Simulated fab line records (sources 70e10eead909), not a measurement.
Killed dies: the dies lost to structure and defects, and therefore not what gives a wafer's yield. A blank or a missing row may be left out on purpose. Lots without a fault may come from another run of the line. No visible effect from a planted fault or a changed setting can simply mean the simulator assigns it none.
Struck lot and sound lot, side by side    flow nand-harc    37 out of 1302 route steps
Sound: wafers L661.1, L661.4, L661.6. Struck: wafers L680.4, L680.5. The cause comes at the end.
Per side, at each step with rows, come the tool, then ch with its chambers, and then its first start. Under that, the readings that differ: sound wafers    struck wafers    difference of the means    sigmas: that difference in standard deviations of wafers without a fault.
alike: words and numbers the same on both sides, and readings whose means are apart by under 2 such deviations; not compared: readings that were withheld, readings missing a value for some wafer, numbers with overlapping values and no deviation given by the record, and bounds like >300 which may hide the same value.
The two part at a step that has a row with sigmas, a row that says differs or no value, or rows on one side only. Non-overlapping numbers with no deviation appear without sigmas and do not part them. Lack of a reading on every wafer of one side parts them only where that side has two or more wafers.

first, 4 steps without rows for these wafers: NHARC_A_SGD_CUT_PRECLEAN_18 (cleans in SC1); NHARC_A_SGD_CUT_SRD_19; NHARC_A_SGD_CUT_DEP_20 (deposits SiO2, target thk 150 nm); NHARC_A_SGD_CUT_ANNEAL_27 (time 1800 s).
NHARC_A_SGD_CUT_CMP_21: polishes, target thk 148.19 nm.
  sound on cmp-01 ch 0,2, day 20 04:37; struck on cmp-01 ch 1,2, day 27 10:22
  alike: motor-current-A, time-to-endpoint-s
NHARC_A_SGD_CUT_THK_MEAS_22: measures by ellipsometry.
  sound on film-metro-01, day 20 04:50; struck on film-metro-01, day 27 10:33
  alike: thk-nm
then, 4 steps without rows for these wafers: NHARC_A_SGD_CUT_SRD_23; NHARC_A_SGD_CUT_ETCH_26 (etches SiO2 in dHF, target depth 45.8 nm); NHARC_A_SGD_CUT_ETCHBACK_24 (etches the open film in CH3F/O2, target depth 50 nm, time 92.857 s); NHARC_A_SGD_CUT_STRIP_28 (strips in O2, time 20 s).
NHARC_A_SGD_CUT_INSPECT_25:
  sound on defect-inspect-02, day 20 05:22; struck on defect-inspect-02, day 27 11:01
  alike: raw-defect-count
NHARC_A_SLIT_DEP_25: deposits SiO2, target thk 200 nm.
  sound on pecvd-02 ch 1,2, day 20 05:25; struck on pecvd-02 ch 0,1, day 27 11:11
  alike: heater-power-w, rf-fwd-power-W, throttle-valve-pct
NHARC_A_SLIT_DEP_00: deposits aC, target thk 6200 nm.
  sound on acl-dep-01 ch 0, day 20 06:20; struck on acl-dep-01 ch 0, day 27 19:52
  alike: throttle-valve-pct
then, 9 steps without rows for these wafers: NHARC_A_SLIT_DEP_23 (deposits SiON, target thk 100 nm); NHARC_A_SLIT_DEHYDRATE_01 (time 120 s); NHARC_A_SLIT_HMDS_02 (time 30 s); NHARC_A_SLIT_COAT_03 (resist thk 90 nm); NHARC_A_SLIT_SOFTBAKE_04 (time 55 s); NHARC_A_SLIT_EBR_05; NHARC_A_SLIT_EXPOSE_06 (exposes mask SLIT); NHARC_A_SLIT_PEB_07 (peb time 65 s); NHARC_A_SLIT_DEVELOP_08 (develop time 35 s).
NHARC_A_SLIT_CD_MEAS_09: the cd target is 300 nm.
  sound on cd-sem-03 ch 0, day 20 10:48; struck on cd-sem-01 ch 0, day 27 22:34
  alike: cd-nm
NHARC_A_SLIT_OVL_MEAS_10:
  sound on overlay-02, day 20 10:53; struck on overlay-01, day 27 22:38
reading            sound        struck     difference  sigmas
overlay-x-nm (nm)  0.0 0.2 0.1  -1.9 -1.5  -1.8        -2
  alike: overlay-y-nm
NHARC_A_SLIT_INSPECT_11:
  sound on defect-inspect-01, day 20 10:55; struck on defect-inspect-01, day 27 22:41
  alike: raw-defect-count
NHARC_A_SLIT_DESCUM_14: chemistry O2, time 3 s.
  sound on rie-diel-11 ch 0,1, day 20 10:59; struck on rie-diel-05 ch 1,2, day 27 22:44
reading                sound              struck       difference  sigmas
oes-product-au (a.u.)  0.987 0.997 0.982  1.011 1.015  +0.024      +2
  alike: drypump-motor-current-A, rf-vpp-V, showerhead-plenum-p-Torr, throttle-valve-pct
  not compared: rf-hours-counter-h
then, 1 step without rows for these wafers: NHARC_A_SLIT_ETCH_24 (etches the open film in CF4/CHF3, target depth 121 nm, time 60.5 s).
NHARC_A_SLIT_ETCH_15: etches the open film in O2/COS, target depth 6200 nm, time 1612 s.
  sound on rie-diel-11 ch 0,1,2; struck on rie-diel-05 ch 0,1
  alike: drypump-motor-current-A, oes-product-au, rf-fwd-power-W, rf-vpp-V, showerhead-plenum-p-Torr, throttle-valve-pct
  not compared: rf-hours-counter-h
then, 3 steps without rows for these wafers: NHARC_A_SLIT_ETCH_17 (etches the open film in C4F8/O2/Ar, time 4254.5 s, target depth 20300 nm); NHARC_A_SLIT_ETCH_26 (etches the open film in C4F8/O2/Ar, time 90 s, target depth 400 nm); NHARC_A_SLIT_STRIP_28 (strips in O2/COS).
NHARC_A_SLIT_ETCH_29: etches the open film in CF4/O2, target depth 100 nm, overetch 10 nm, time 55 s.
  sound on rie-diel-11 ch 0,1,3, day 20 16:43; struck on rie-diel-11 ch 1, day 28 04:28
reading                sound              struck       difference  sigmas
oes-product-au (a.u.)  1.001 0.977 1.005  0.968 0.968  -0.026      -3
  alike: cf4-flow-sccm, drypump-motor-current-A, rf-fwd-power-W, rf-vpp-V, showerhead-plenum-p-Torr, throttle-valve-pct
  not compared: rf-hours-counter-h
then, 3 steps without rows for these wafers: NHARC_A_SLIT_STRIP_18 (strips in O2); NHARC_A_SLIT_PRECLEAN_19 (cleans in SC1); NHARC_A_SLIT_SRD_20.
NHARC_A_SLIT_CD_MEAS_21:
  sound on cd-sem-02, day 20 17:16; struck on cd-sem-01, day 28 05:00
  alike: cd-nm
-- the record jumps here: 5 days lie between the struck wafers' starts before and after (it left off in module A_SLIT and takes up again in module END, whose first step shown is number 1302 of the route) --
NHARC_END_SORT_01:
  the record has rows for the struck wafers here (prober-01 ch 0, day 32 20:01) and none for the sound ones

WHERE THEY PART
Last at NHARC_END_SORT_01 as far as this record goes, first at NHARC_A_SLIT_OVL_MEAS_10.

WHY: whatever the simulator had introduced
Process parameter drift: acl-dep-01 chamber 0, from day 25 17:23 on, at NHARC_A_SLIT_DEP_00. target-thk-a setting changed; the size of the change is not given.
